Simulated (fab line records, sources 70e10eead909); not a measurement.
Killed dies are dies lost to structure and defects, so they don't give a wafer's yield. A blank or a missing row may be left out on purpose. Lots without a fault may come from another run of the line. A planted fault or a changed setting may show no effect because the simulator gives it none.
fab line records | flow nand_harc
record lots=24 wafers=72 last_day=24
route steps=1159 shown A_CONTACT@840
lots that met no fault: from a run of the same line without faults
start_h: hours from the record's first day to the start of the lot's first wafer shown | wait_h: hours since the lot's step before | " the same as in the row above | L1.1+2: a row that stands for several wafers | - no value, or no start given | * or withheld: withheld | < > ~ a bound
route shown NAME@n: a module of which the file shows steps, and the number in the route of the first | usual: mean/standard deviation of fault-free wafers | same: alike in all rows | chamber/n: place in a boat | sites: the reading at each site | _std_site: their standard deviation | _edge_site: outer sites' mean less inner sites' | radius_mm: how far each site lies from the wafer's centre | mask NAME#n: copy n | behind: the tool/chamber that last shaped the wafer | hold: why the lot was held/for how many hours/how that ended | device: the transistor (n, p or np) that didn't switch | end of line: the same wafers' tests at the end of the route | a step without rows: its recipe alone | killed: dies lost to structure and defects at the first sort, not the wafer's yield | map: a wafer's dies, x killed, . not, _ none there
set.NAME: the setting as run; set.NAME@STEP: as run at that earlier step | model.NAME: the simulator's own value behind a step, which no gauge read
steps of the route over a sample of lots; a table a step, a row a wafer
services: from which hour (start_h, from the record's first day; less than 0 if before it) a tool's chamber was out of use, for how many hours, and why
## steps
# step NHARC_A_CONTACT_DEP_24
# recipe target_thk_a=5000 temp_c=400 pressure_torr=6.5 rf_w=900 teos_flow_sccm=161.4 flow_sccm=2650 target_thk_nm=500 gas=O2 material=SiO2
# usual chamber_pressure_Torr=6.497/0.015 heater_power_w=534/98 throttle_valve_pct=15.9/0.53
# columns lot.wafer tool chamber start_h wait_h chamber_pressure_Torr heater_power_w throttle_valve_pct
L074.3 pecvd-02 1 363.39 0.2 6.488 530 16.0
L074.6 " 0 " " 6.498 543 16.8
L074.4 " 1 " " 6.501 562 16.2
L075.1 pecvd-04 2 369.41 0.2 6.476 681 16.0
L075.4 " 0 " " 6.485 338 15.6
L075.6 " 0 " " 6.471 392 15.5
L078.2 pecvd-02 2 371.49 0.1 6.489 463 15.0
L078.6 " 1 " " 6.509 580 16.1
L078.5 " 2 " " 6.514 494 14.8
L076.3 pecvd-02 0 373.61 0.1 6.499 561 17.0
L076.2 " 1 " " 6.528 606 16.2
L076.6 " 1 " " 6.513 621 16.2
L077.1 pecvd-01 2 377.25 0.2 6.487 632 16.0
L077.4 " 1 " " 6.524 578 15.9
L077.6 " 2 " " 6.488 688 15.9
L080.3 pecvd-04 1 412.09 0.1 6.513 452 15.8
L080.2 " 2 " " 6.485 545 15.9
L080.5 " 1 " " 6.511 466 15.7
L081.1 pecvd-01 2 412.35 0.1 6.485 705 15.9
L081.2 " 1 " " 6.499 640 15.7
L081.5 " 1 " " 6.494 637 15.7
L082.2 pecvd-04 0 416.77 0.1 6.491 323 15.7
L082.1 " 2 " " 6.524 579 15.9
L082.4 " 1 " " 6.493 508 15.8
L083.1 pecvd-01 1 417.00 0.1 6.497 628 15.6
L083.4 " 0 " " 6.509 558 15.5
L083.5 " 1 " " 6.499 489 15.5
L079.3 pecvd-02 2 421.17 0.1 6.480 436 15.1
L079.4 " 2 " " 6.496 466 14.8
L079.6 " 0 " " 6.494 590 16.7
L084.3 pecvd-04 1 423.21 0.1 6.518 374 15.7
L084.6 " 2 " " 6.519 627 15.9
L084.4 " 0 " " 6.508 440 15.7
L087.1 pecvd-04 2 429.07 0.1 6.503 597 16.2
L087.3 " 0 " " 6.509 317 15.9
L087.5 " 0 " " 6.502 362 15.8
L086.2 pecvd-02 0 433.26 0.1 6.481 567 16.6
L086.1 " 2 " " 6.497 464 15.1
L086.4 " 0 " " 6.509 583 17.1
L085.1 pecvd-02 1 454.69 0.1 6.485 569 16.2
L085.2 " 0 " " 6.495 481 17.1
L085.5 " 1 " " 6.456 610 16.1
L091.3 pecvd-04 2 460.51 0.1 6.507 637 15.9
L091.2 " 1 " " 6.494 480 15.8
L091.6 " 2 " " 6.504 485 16.2
L088.3 pecvd-02 0 463.96 0.1 6.505 544 16.7
L088.6 " 1 " " 6.489 637 16.2
L088.4 " 2 " " 6.500 470 15.1
L090.2 pecvd-04 0 468.80 0.2 6.515 398 15.8
L090.1 " 1 " " 6.495 449 15.8
L090.6 " 0 " " 6.516 404 15.9
L089.6 pecvd-02 2 469.14 0.4 6.510 551 15.0
L089.4 " 0 " " 6.499 541 16.8
L089.5 " 1 " " 6.479 634 16.4
L092.2 pecvd-04 1 478.27 0.1 6.499 461 15.5
L092.3 " 2 " " 6.498 500 16.3
L092.6 " 1 " " 6.492 482 15.7
L093.2 pecvd-01 2 485.27 0.1 6.492 812 15.7
L093.5 " 0 " " 6.485 587 15.5
L093.6 " 1 " " 6.504 549 15.7
L094.1 pecvd-02 0 499.98 0.1 6.498 573 16.6
L094.2 " 1 " " 6.484 541 16.5
L094.4 " 2 " " 6.474 463 14.9
L095.3 pecvd-01 1 499.99 0.1 6.493 507 15.6
L095.2 " 2 " " 6.506 839 15.8
L095.4 " 2 " " 6.508 632 15.6
L096.1 pecvd-01 1 505.44 0.1 6.492 559 15.6
L096.3 " 2 " " 6.505 803 15.9
L096.4 " 1 " " 6.522 593 15.5
L097.6 pecvd-04 2 505.99 0.5 6.487 552 16.1
L097.5 " 0 " " 6.496 369 16.0
L097.4 " 1 " " 6.500 427 16.1
# step NHARC_A_CONTACT_DEP_28
# recipe target_thk_a=36000 temp_c=400 material=aC
# usual throttle_valve_pct=35.001/0.0092
# columns lot.wafer tool chamber start_h wait_h throttle_valve_pct
L074.3 acl_dep-03 0 365.48 1.7 35.004
L074.4 " 0 " " 34.991
L074.6 " 0 " " 35.006
L075.1 acl_dep-03 0 372.75 2.7 35.005
L075.4 " 0 373.85 3.8 34.999
L075.6 " 0 " " 34.982
L078.2 acl_dep-03 0 375.95 4.0 35.002
L078.5 " 0 377.06 5.1 35.001
L078.6 " 0 " " 34.999
L076.2 acl_dep-01 0 379.94 5.8 35.007
L076.3 " 0 " " 34.993
L076.6 " 0 381.41 7.2 35.005
L077.1 acl_dep-02 0 381.14 3.2 35.007
L077.4 " 0 382.25 4.3 34.999
L077.6 " 0 " " 35.012
L080.2 acl_dep-01 0 413.07 0.4 35.001
L080.3 " 0 " " 35.008
L080.5 " 0 " " 35.015
L081.1 acl_dep-02 0 413.23 0.3 35.004
L081.2 " 0 " " 35.003
L081.5 " 0 414.68 1.8 34.990
L082.1 acl_dep-01 0 418.60 1.2 34.996
L082.2 " 0 " " 35.009
L082.4 " 0 " " 35.007
L083.1 acl_dep-03 0 418.94 1.5 35.007
L083.4 " 0 420.03 2.5 35.001
L083.5 " 0 " " 35.008
L079.3 acl_dep-01 0 423.48 1.8 35.006
L079.4 " 0 " " 34.996
L079.6 " 0 " " 35.003
L084.3 acl_dep-01 0 425.66 1.9 34.993
L084.4 " 0 " " 35.016
L084.6 " 0 " " 35.012
L087.1 acl_dep-01 0 432.76 3.2 34.987
L087.3 " 0 " " 35.015
L087.5 " 0 " " 35.000
L086.1 acl_dep-02 0 434.97 1.1 34.985
L086.2 " 0 " " 34.997
L086.4 " 0 " " 34.994
L085.1 acl_dep-01 0 457.39 2.2 35.005
L085.2 " 0 " " 35.004
L085.5 " 0 458.89 3.6 35.000
L091.2 acl_dep-01 0 462.52 1.5 34.989
L091.3 " 0 " " 35.016
L091.6 " 0 464.00 2.9 35.011
L088.3 acl_dep-01 0 465.31 0.8 35.019
L088.4 " 0 " " 35.014
L088.6 " 0 " " 35.007
L090.1 acl_dep-02 0 469.41 0.1 34.999
L090.2 " 0 " " 34.990
L090.6 " 0 471.22 1.9 35.003
L089.4 acl_dep-01 0 470.65 1.1 34.993
L089.5 " 0 " " 34.997
L089.6 " 0 " " 34.998
L092.2 acl_dep-02 0 481.86 3.1 35.001
L092.3 " 0 " " 35.005
L092.6 " 0 483.30 4.5 35.000
L093.2 acl_dep-03 0 488.27 2.4 34.997
L093.5 " 0 489.36 3.5 34.987
L093.6 " 0 " " 35.008
L094.1 acl_dep-03 0 500.52 0.1 34.994
L094.2 " 0 " " 35.003
L094.4 " 0 " " 35.001
L095.2 acl_dep-01 0 500.97 0.4 34.998
L095.3 " 0 " " 34.998
L095.4 " 0 " " 35.011
L096.1 acl_dep-03 0 506.30 0.3 35.005
L096.3 " 0 " " 35.000
L096.4 " 0 " " 34.993
L097.4 acl_dep-02 0 507.62 1.3 34.994
L097.5 " 0 " " 35.003
L097.6 " 0 " " 34.997
# step NHARC_A_CONTACT_OVL_MEAS_43
# usual overlay_x_nm=0.1/0.8 overlay_y_nm=0.0/0.72
# columns lot.wafer tool chamber start_h wait_h overlay_x_nm overlay_y_nm
L074.3 overlay-01 - 367.81 - 0.1 0.2
L074.4 " - " " 0.1 0.2
L074.6 " - " " -0.2 -0.1
L075.1 overlay-01 - 375.74 - -0.6 0.6
L075.4 " - " " -0.8 0.9
L075.6 " - " " -1.0 1.4
L078.2 overlay-02 - 378.92 - 0.2 1.2
L078.5 " - " " 0.1 1.4
L078.6 " - " " 0.0 1.1
L076.2 overlay-01 - 382.55 - 0.7 -0.2
L076.3 " - " " 0.9 0.2
L076.6 " - " " 0.4 -0.4
L077.1 overlay-02 - 384.46 - -1.1 0.4
L077.4 " - " " -0.4 0.0
L077.6 " - " " -0.4 0.5
L080.2 overlay-01 - 415.75 - 1.9 0.5
L080.3 " - " " 2.0 0.8
L080.5 " - " " 1.8 1.0
L081.1 overlay-01 - 416.25 - -1.3 0.5
L081.2 " - " " -1.4 -0.1
L081.5 " - " " -2.0 0.4
L082.1 overlay-02 - 421.50 - 0.4 0.4
L082.2 " - " " 0.3 0.4
L082.4 " - " " 0.3 0.9
L083.1 overlay-01 - 421.91 - -0.4 -0.5
L083.4 " - " " -0.2 -0.5
L083.5 " - " " -0.2 -1.1
L079.3 overlay-01 - 425.78 - 0.8 0.6
L079.4 " - " " 0.2 0.5
L079.6 " - " " -0.3 -0.1
L084.3 overlay-01 - 427.82 - 0.8 0.5
L084.4 " - " " 0.5 0.4
L084.6 " - " " 0.9 0.2
L087.1 overlay-02 - 435.78 - 0.4 -0.6
L087.3 " - " " 0.3 -0.7
L087.5 " - " " 0.7 -0.1
L086.1 overlay-01 - 438.01 - 0.5 -0.8
L086.2 " - " " 0.0 -0.9
L086.4 " - " " -0.4 -0.5
L085.1 overlay-01 - 460.47 - 0.8 -0.8
L085.2 " - " " 0.6 0.1
L085.5 " - " " 0.8 -0.5
L091.2 overlay-02 - 465.20 - 0.2 0.0
L091.3 " - " " 0.0 0.0
L091.6 " - " " -0.6 0.4
L088.3 overlay-01 - 467.49 - 1.0 -1.7
L088.4 " - " " 1.0 -2.3
L088.6 " - " " 0.8 -1.8
L090.1 overlay-02 - 472.30 - 1.4 0.6
L090.2 " - " " 1.3 0.7
L090.6 " - " " 0.9 1.1
L089.4 overlay-01 - 472.58 - 1.3 -1.0
L089.5 " - " " 0.9 -1.0
L089.6 " - " " 0.9 -1.1
L092.2 overlay-02 - 484.61 - -1.6 -0.5
L092.3 " - " " -0.4 -0.2
L092.6 " - " " -1.0 -0.5
L093.2 overlay-01 - 490.85 - -0.3 0.0
L093.5 " - " " 0.5 0.6
L093.6 " - " " 0.1 0.0
L094.1 overlay-02 - 503.54 - 0.7 0.2
L094.2 " - " " 0.5 0.0
L094.4 " - " " 1.0 0.5
L095.2 overlay-01 - 503.70 - -1.3 -0.8
L095.3 " - " " -1.0 -0.8
L095.4 " - " " -1.0 -1.1
L096.1 overlay-02 - 509.22 - -0.5 0.4
L096.3 " - " " -0.4 -0.5
L096.4 " - " " 0.1 -0.1
L097.4 overlay-01 - 509.43 - -0.4 -0.2
L097.5 " - " " 0.4 -0.3
L097.6 " - " " -0.2 0.1
# step NHARC_A_CONTACT_ETCH_127
# recipe source_w=withheld pressure_mtorr=20 bias_v=1200 time_s=155 target_depth_a=9560 ar_flow_sccm=withheld c4f8_flow_sccm=withheld o2_flow_sccm=withheld chemistry=C4F8/O2/Ar
# columns lot.wafer tool chamber start_h wait_h rf_hours_counter_h
L074.3 har_cap_etch-03 0 380.49 0.1 -
L074.4 " 1 " " -
L074.6 " 0 " " -
L075.1 har_cap_etch-02 0 386.85 0.1 12
L075.4 " 0 " " -
L075.6 " 1 " " -
L078.2 har_cap_etch-03 1 388.18 0.1 85
L078.6 " 1 " " -
L078.5 " 0 " " -
L076.2 har_cap_etch-01 0 391.67 0.1 59
L076.3 " 1 " " -
L076.6 " 0 " " -
L077.1 har_cap_etch-03 0 394.78 0.1 86
L077.4 " 1 " " -
L077.6 " 0 " " -
L080.2 har_cap_etch-02 1 425.67 0.1 17
L080.3 " 1 " " -
L080.5 " 1 " " -
L081.2 har_cap_etch-03 1 426.29 0.1 90
L081.1 " 0 " " 90
L081.5 " 1 " " -
L082.2 har_cap_etch-03 0 432.64 0.1 91
L082.1 " 1 " " 91
L082.4 " 1 " " -
L083.1 har_cap_etch-01 0 433.58 0.1 64
L083.4 " 1 " " -
L083.5 " 1 " " -
L079.3 har_cap_etch-01 0 437.32 0.1 -
L079.4 " 1 " " -
L079.6 " 0 " " -
L084.4 har_cap_etch-03 1 439.45 0.2 -
L084.3 " 0 " " -
L084.6 " 1 " " -
L087.1 har_cap_etch-02 0 446.20 0.2 22
L087.3 " 0 " " -
L087.5 " 1 " " -
L086.2 har_cap_etch-01 1 447.35 0.1 69
L086.1 " 0 " " 69
L086.4 " 0 " " -
L085.1 har_cap_etch-01 0 470.40 0.1 71
L085.2 " 1 " " 71
L085.5 " 0 " " -
L091.2 har_cap_etch-02 0 475.02 0.1 25
L091.3 " 0 " " -
L091.6 " 1 " " -
L088.3 har_cap_etch-03 0 477.94 0.1 -
L088.4 " 1 " " -
L088.6 " 0 " " -
L090.1 har_cap_etch-02 0 484.03 0.1 27
L090.2 " 1 " " 27
L090.6 " 1 " " -
L089.4 har_cap_etch-03 0 485.37 0.1 -
L089.6 " 1 " " -
L089.5 " 0 " " -
L092.2 har_cap_etch-03 1 495.72 0.1 102
L092.3 " 1 " " -
L092.6 " 1 " " -
L093.2 har_cap_etch-02 0 500.49 0.1 30
L093.6 " 0 " " -
L093.5 " 1 " " -
L094.1 har_cap_etch-01 0 513.76 0.1 78
L094.2 " 1 " " 78
L094.4 " 0 " " -
L095.2 har_cap_etch-03 0 514.85 0.1 106
L095.3 " 0 " " -
L095.4 " 1 " " -
L096.1 har_cap_etch-02 0 518.50 0.1 34
L096.4 " 1 " " -
L096.3 " 0 " " -
L097.4 har_cap_etch-01 1 518.92 0.1 -
L097.5 " 1 " " -
L097.6 " 0 " " -
# step NHARC_A_CONTACT_ETCH_133
# recipe source_w=withheld pressure_mtorr=20 bias_v=400 time_s=195 target_depth_a=8400 ar_flow_sccm=withheld c4f8_flow_sccm=11.5 o2_flow_sccm=7.2 chemistry=C4F8/O2/Ar
# columns lot.wafer tool chamber start_h wait_h rf_hours_counter_h
L074.3 har_cap_etch-03 0 381.39 0.2 -
L074.4 " 1 " " -
L074.6 " 0 " " -
L075.1 har_cap_etch-02 0 387.71 0.1 13
L075.4 " 0 " " -
L075.6 " 1 " " -
L078.2 har_cap_etch-03 1 389.03 0.1 86
L078.6 " 1 " " -
L078.5 " 0 " " -
L076.2 har_cap_etch-01 0 392.52 0.1 59
L076.3 " 1 " " -
L076.6 " 0 " " -
L077.1 har_cap_etch-03 0 395.63 0.1 87
L077.4 " 1 " " -
L077.6 " 0 " " -
L080.2 har_cap_etch-02 1 426.52 0.1 17
L080.3 " 1 " " -
L080.5 " 1 " " -
L081.2 har_cap_etch-03 1 427.14 0.1 90
L081.1 " 0 " " 90
L081.5 " 1 " " -
L082.2 har_cap_etch-03 0 433.50 0.1 92
L082.1 " 1 " " 92
L082.4 " 1 " " -
L083.1 har_cap_etch-01 0 434.45 0.1 65
L083.4 " 1 " " -
L083.5 " 1 " " -
L079.3 har_cap_etch-01 0 438.21 0.2 -
L079.4 " 1 " " -
L079.6 " 0 " " -
L084.4 har_cap_etch-03 1 440.65 0.2 -
L084.3 " 0 " " -
L084.6 " 1 " " -
L087.1 har_cap_etch-02 0 447.36 0.2 23
L087.3 " 0 " " -
L087.5 " 1 " " -
L086.2 har_cap_etch-01 1 448.20 0.1 70
L086.1 " 0 " " 70
L086.4 " 0 " " -
L085.1 har_cap_etch-01 0 471.25 0.1 72
L085.2 " 1 " " 72
L085.5 " 0 " " -
L091.2 har_cap_etch-02 0 475.89 0.1 26
L091.3 " 0 " " -
L091.6 " 1 " " -
L088.3 har_cap_etch-03 0 478.83 0.2 -
L088.4 " 1 " " -
L088.6 " 0 " " -
L090.1 har_cap_etch-02 0 484.88 0.1 28
L090.2 " 1 " " 28
L090.6 " 1 " " -
L089.4 har_cap_etch-03 0 486.29 0.2 -
L089.6 " 1 " " -
L089.5 " 0 " " -
L092.2 har_cap_etch-03 1 496.57 0.1 103
L092.3 " 1 " " -
L092.6 " 1 " " -
L093.2 har_cap_etch-02 0 501.34 0.1 31
L093.6 " 0 " " -
L093.5 " 1 " " -
L094.1 har_cap_etch-01 0 514.61 0.1 79
L094.2 " 1 " " 79
L094.4 " 0 " " -
L095.2 har_cap_etch-03 0 515.70 0.1 107
L095.3 " 0 " " -
L095.4 " 1 " " -
L096.1 har_cap_etch-02 0 519.38 0.1 35
L096.4 " 1 " " -
L096.3 " 0 " " -
L097.4 har_cap_etch-01 1 519.82 0.2 -
L097.5 " 1 " " -
L097.6 " 0 " " -
# step NHARC_A_CONTACT_CD_MEAS_80
# usual cd_nm=189.6/0.8
# columns lot.wafer tool chamber start_h wait_h cd_nm
L074.3 cd_sem-01 - 382.09 - 189.3
L074.4 " - " " 188.5
L074.6 " - " " 189.0
L075.1 cd_sem-01 - 388.45 - 190.6
L075.4 " - " " 189.4
L075.6 " - " " 190.2
L078.2 cd_sem-02 - 389.85 - 188.6
L078.5 " - " " 188.8
L078.6 " - " " 189.9
L076.2 cd_sem-03 - 393.30 - 188.4
L076.3 " - " " 188.9
L076.6 " - " " 189.3
L077.1 cd_sem-01 - 396.42 - 190.0
L077.4 " - " " 189.5
L077.6 " - " " 190.4
L080.2 cd_sem-02 - 427.41 - 191.0
L080.3 " - " " 190.7
L080.5 " - " " 190.8
L081.1 cd_sem-01 - 427.95 - 188.9
L081.2 " - " " 189.7
L081.5 " - " " 188.5
L082.1 cd_sem-01 - 434.31 - 190.2
L082.2 " - " " 189.8
L082.4 " - " " 189.8
L083.1 cd_sem-02 - 435.35 - 190.0
L083.4 " - " " 189.5
L083.5 " - " " 189.5
L079.3 cd_sem-02 - 438.92 - 190.2
L079.4 " - " " 190.1
L079.6 " - " " 190.7
L084.3 cd_sem-01 - 441.41 - 187.3
L084.4 " - " " 187.8
L084.6 " - " " 187.0
L087.1 cd_sem-01 - 448.10 - 189.9
L087.3 " - " " 189.7
L087.5 " - " " 189.3
L086.1 cd_sem-01 - 449.04 - 189.7
L086.2 " - " " 190.2
L086.4 " - " " 189.9
L085.1 cd_sem-02 - 472.06 - 190.6
L085.2 " - " " 190.6
L085.5 " - " " 190.7
L091.2 cd_sem-03 - 476.64 - 189.7
L091.3 " - " " 189.7
L091.6 " - " " 190.3
L088.3 cd_sem-01 - 479.55 - 190.9
L088.4 " - " " 189.4
L088.6 " - " " 190.0
L090.1 cd_sem-01 - 485.67 - 189.8
L090.2 " - " " 190.0
L090.6 " - " " 189.9
L089.4 cd_sem-03 - 486.95 - 189.4
L089.5 " - " " 189.8
L089.6 " - " " 190.4
L092.2 cd_sem-02 - 497.36 - 189.7
L092.3 " - " " 190.6
L092.6 " - " " 190.5
L093.2 cd_sem-01 - 502.17 - 188.5
L093.5 " - " " 188.7
L093.6 " - " " 188.6
L094.1 cd_sem-03 - 515.39 - 189.2
L094.2 " - " " 190.7
L094.4 " - " " 189.8
L095.2 cd_sem-01 - 516.52 - 188.2
L095.3 " - " " 188.3
L095.4 " - " " 189.1
L096.1 cd_sem-01 - 520.11 - 189.1
L096.3 " - " " 188.8
L096.4 " - " " 188.9
L097.4 cd_sem-01 - 520.72 - 189.7
L097.5 " - " " 190.0
L097.6 " - " " 189.7
## services
# columns tool chamber start_h hours kind
pecvd-02 0 347.53 - clean
pecvd-02 1 347.53 - clean
pecvd-02 2 347.53 - clean
acl_dep-02 - 351.14 13.0 pm
pecvd-01 0 363.24 29.6 repair
pecvd-04 1 367.63 4.7 repair
pecvd-04 - 376.42 13.0 pm
pecvd-04 0 376.42 13.0 vent_cycle
pecvd-04 1 376.42 13.0 vent_cycle
pecvd-04 2 376.42 13.0 vent_cycle
pecvd-04 0 389.42 - clean
pecvd-04 1 389.42 - clean
pecvd-04 2 389.42 - clean
har_cap_etch-02 - 403.29 0.7 repair
acl_dep-03 - 405.94 13.0 pm
har_cap_etch-02 - 409.52 0.7 repair
pecvd-01 - 418.11 13.0 pm
pecvd-01 0 418.11 13.0 vent_cycle
acl_dep-01 - 475.40 13.0 pm
pecvd-02 - 493.84 0.9 repair
pecvd-02 - 515.53 13.0 pm
pecvd-02 0 515.53 13.0 vent_cycle
pecvd-02 1 515.53 13.0 vent_cycle
pecvd-02 2 515.53 13.0 vent_cycle
## key
fault none
